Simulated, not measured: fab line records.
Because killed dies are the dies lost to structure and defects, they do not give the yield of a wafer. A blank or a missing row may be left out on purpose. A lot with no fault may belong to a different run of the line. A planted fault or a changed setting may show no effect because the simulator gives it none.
The same fault as seen by 2 desks || flow n5-finfet || what lay behind the numbers comes last; until then each desk has only its own

== AT THE TOOL OWNER'S DESK: pecvd-04 ==
The tool's own readings at N5_BEOL_M7_ILD_DEP_00 (deposits SiCOH lowk from DEMS/porogen, target thk 179.75 nm, time 33.4 s): means of the sampled wafers that have a number, for each lot that ran on this tool. Marked OUT: a lot whose mean sits more than 4 standard deviations from the usual mean, which makes it out of limits; the brackets give that distance.
Columns: A = heater-power-w at N5_BEOL_M7_ILD_DEP_00, usual 327 W; B = showerhead-plenum-p-Torr at N5_BEOL_M7_ILD_DEP_00, usual 5.730 Torr; C = throttle-valve-pct at N5_BEOL_M7_ILD_DEP_00, usual 14.1 %
{"lot": "L621", "first seen here": "day 8 14:26", "A": 314, "B": 5.726, "C": 14.2}
{"lot": "L626", "first seen here": "day 9 22:01", "A": 285, "B": 5.717, "C": 13.6}
{"lot": "L629", "first seen here": "day 10 11:16", "A": 335, "B": 5.735, "C": 15.0}
{"lot": "L639", "first seen here": "day 13 00:44", "A": 325, "B": 5.736, "C": 13.9}
{"lot": "L640", "first seen here": "day 13 04:58", "A": 312, "B": 5.728, "C": 15.4}
{"lot": "L642", "first seen here": "day 14 01:52", "A": 337, "B": 5.737, "C": 14.0}
This desk's verdict: no lot among the 6 shows anything out of limits.

== FROM THE METROLOGY DESK ==
Means of the sampled wafers that have a number, per lot and without regard to the tool the lot ran on: this is what the gauges read. Marked OUT: a lot whose mean sits more than 4 standard deviations from the usual mean, which makes it out of limits; the brackets give that distance.
Columns: A = trench-depth-nm at N5_BEOL_M6_OCD_MEAS_38, usual 94.6 nm; B = M7_ILD_THK at N5_BEOL_M7_THK_MEAS_01, usual 155.3 nm
{"lot": "L620", "first seen here": "day 8 06:56", "A": 94.5, "B": 154.4}
{"lot": "L621", "first seen here": "day 8 11:04", "A": 95.6, "B": 156.4}
{"lot": "L626", "first seen here": "day 9 19:14", "A": 95.2, "B": "181.5 (+14) OUT"}
{"lot": "L629", "first seen here": "day 10 08:22", "A": 94.8, "B": "175.3 (+11) OUT"}
{"lot": "L636", "first seen here": "day 11 22:53", "A": 95.3, "B": 155.0}
{"lot": "L637", "first seen here": "day 12 06:32", "A": 94.1, "B": 154.1}
{"lot": "L638", "first seen here": "day 12 13:04", "A": 93.9, "B": 154.7}
{"lot": "L639", "first seen here": "day 12 21:04", "A": 94.5, "B": 154.5}
{"lot": "L640", "first seen here": "day 13 02:35", "A": 93.0, "B": 154.3}
{"lot": "L641", "first seen here": "day 13 08:35", "A": 93.1, "B": 153.6}
{"lot": "L642", "first seen here": "day 13 22:51", "A": 95.0, "B": 156.5}
{"lot": "L643", "first seen here": "day 14 12:08", "A": 95.1, "B": 153.9}
This desk finds L626, L629 out of limits, with the earliest case on L626 at day 9 23:11 (M7_ILD_THK at N5_BEOL_M7_THK_MEAS_01). L620, L621, L636, L637, L638, L639, L640, L641, L642, L643: within limits.

== PUT TOGETHER ==
L626, L629 would have let the metrology desk raise an alarm at day 9 23:11.
The tool owner's desk saw nothing out of limits.
On record at the tool owner's desk: L626, L629, within its limits.
The lots listed all ran N5_BEOL_M7_ILD_DEP_00 on pecvd-04.

== WHAT WAS PUT IN BY THE SIMULATOR ==
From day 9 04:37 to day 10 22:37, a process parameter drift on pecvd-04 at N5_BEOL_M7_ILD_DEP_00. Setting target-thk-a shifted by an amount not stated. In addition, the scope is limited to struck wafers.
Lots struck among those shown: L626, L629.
Hours from the fault's start to each desk's first reading out of limits: the metrology desk, 19.
